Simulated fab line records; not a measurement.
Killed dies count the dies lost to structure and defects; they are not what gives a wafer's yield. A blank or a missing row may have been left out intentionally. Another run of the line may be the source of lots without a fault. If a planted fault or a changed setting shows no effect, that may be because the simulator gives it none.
Struck lot and sound lot, side by side    flow n5Finfet    30 out of 1938 route steps
Sound: the wafers L749.3, L749.4, L749.6. Wafers struck: L748.1, L748.3, L748.4. At the end, the cause is stated.
Each step with rows lists, per side, the tool, then ch with its chambers, then its first start. Under that, the readings that differ: sound wafers    struck wafers    difference of the means    sigmas: that difference in standard deviations of wafers without a fault.
alike: readings with means less than 2 such deviations apart, plus words and numbers identical on both sides. not compared: withheld readings, readings lacking a value on some wafer, bounds such as >300 that could conceal the same value, and numbers that have no deviation in the record and whose values overlap.
Wherever a step has rows on one side only, a row that says differs or no value, or a row with sigmas, the two part there. Numbers that don't overlap but have no deviation are shown without sigmas and don't part them. A reading that every wafer of one side lacks parts them only if that side has two wafers or more.

first, 10 steps without rows for these wafers: N5_STI_FIN_REVEAL_SRD_28 (time 30 s); N5_DUMMY_GATE_PRECLEAN_00 (cleans in O3/DIW, time 60 s); N5_DUMMY_GATE_SRD_01 (time 30 s); N5_DUMMY_GATE_ALD_02 (deposits SiO2, target thk 2 nm, pulse time 1 s); N5_DUMMY_GATE_CVD_03 (deposits a-Si from SiH4, target thk 150 nm, time 8042 s); N5_DUMMY_GATE_PRECLEAN_46 (cleans in DIW, time 89.5 s); N5_DUMMY_GATE_SRD_47 (dry time 32 s); N5_DUMMY_GATE_CMP_04 (polishes a-Si); N5_DUMMY_GATE_HM_DEP_06 (deposits SiNx from DCS/NH3, target thk 80 nm, time 5141 s); N5_DUMMY_GATE_PECVD_30 (deposits SiO2 from TEOS/O2, target thk 55 nm, time 10.8 s).
N5_DUMMY_GATE_COAT_34: time 60 s, resist thk 60 nm.
  sound on lithoTrack-03 ch 0, day 7 10:29; struck on lithoTrack-01 ch 0, day 7 05:02
reading                                     sound                 struck                difference  sigmas
spinSpeedRpm (rpm)                          1501.6 1500.1 1500.7  1171.3 1171.8 1170.4  -329.6      -99 or more
model.SOC_of_DUMMY_GATE_COAT_34.thkNm (nm)  60 60.2 60            68 68 67.8            +8          
  alike: chillPlateTempC, dispensePressureKPa
then, 11 steps without rows for these wafers: N5_DUMMY_GATE_COAT_35 (time 60 s, resist thk 10 nm); N5_DUMMY_GATE_COAT_28 (time 60 s, resist thk 10 nm); N5_DUMMY_GATE_COAT_09 (resist thk 30 nm); N5_DUMMY_GATE_EBR_11; N5_DUMMY_GATE_SOFTBAKE_10 (time 60 s); N5_DUMMY_GATE_EXPOSE_12 (exposes mask GATE, target cd 25 nm); N5_DUMMY_GATE_PEB_13 (peb time 60 s); N5_DUMMY_GATE_DEVELOP_14 (develop time 30 s); N5_DUMMY_GATE_DESCUM_20 (chemistry O2, time 6.2 s); N5_DUMMY_GATE_ETCH_29 (etches underlayer in N2/H2, target depth 13 nm); N5_DUMMY_GATE_ETCH_36 (etches SiARC in CF4, target depth 13 nm).
N5_DUMMY_GATE_ETCH_37: etches SOC in N2/H2, target depth 60 nm, overetch 30 nm.
  sound on rieDiel-04 ch 0,2,3, day 7 11:01; struck on rieDiel-06 ch 0,2,3, day 7 05:42
reading                  sound              struck             difference  sigmas
model.etch.depthNm (nm)  60.04 60.17 60.05  67.97 67.97 67.72  +7.80       
  alike: drypumpMotorCurrentA, oesProductAu, rfVppV, showerheadPlenumPTorr, throttleValvePct
  not compared: rfHoursCounterH
then, 4 steps without rows for these wafers: N5_DUMMY_GATE_STRIP_38 (strips in N2/H2); N5_DUMMY_GATE_STRIP_39 (strips in N2/H2); N5_DUMMY_GATE_TRIM_49 (chemistry O2, time 29 s, target cd 14 nm); N5_DUMMY_GATE_STRIP_40 (strips in CF4).
N5_DUMMY_GATE_ETCH_31: etches SiO2 in C4F6/O2, target depth 82.5 nm, time 27.5 s.
  sound on rieDiel-04 ch 0,2,3, day 7 11:19; struck on rieDiel-02 ch 0,1,3, day 7 06:05
reading                                     sound       struck      difference  sigmas
model.SOC_of_DUMMY_GATE_COAT_34.thkNm (nm)  52 52 51.4  60 59.6 59  +8          
  alike: C4F6_flow_sccm, O2_flow_sccm, drypumpMotorCurrentA, oesProductAu, rfVppV, showerheadPlenumPTorr, throttleValvePct
  not compared: rfHoursCounterH
then, 1 step without rows for these wafers: N5_DUMMY_GATE_STRIP_41 (strips in O2).
-- a jump in the record: the struck wafers' starts before and after are 6 days apart (it breaks off in module DUMMY_GATE and resumes in module BEOL_M4, where the first step shown is number 1111 of the route) --
N5_BEOL_M4_RC_MEAS_101:
  sound on prober-02 ch 0, day 12 20:30; struck on prober-01 ch 0, day 12 19:22
reading        sound           struck          difference  sigmas
ION_P (uA/um)  485 453 459     441 445 451     -20         -2
VT_P (mV)      -247 -248 -246  -254 -256 -253  -7          -2
  alike: DIBL_N, DIBL_P, IOFF_N, IOFF_P, ION_N, SS_N, SS_P, VT_N

== WHERE THEY PART ==
Earliest at N5_DUMMY_GATE_COAT_34; latest, in this record, at N5_BEOL_M4_RC_MEAS_101.

WHY: what the simulator had put in
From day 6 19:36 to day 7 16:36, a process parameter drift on lithoTrack-01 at N5_DUMMY_GATE_COAT_34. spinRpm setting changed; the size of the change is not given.
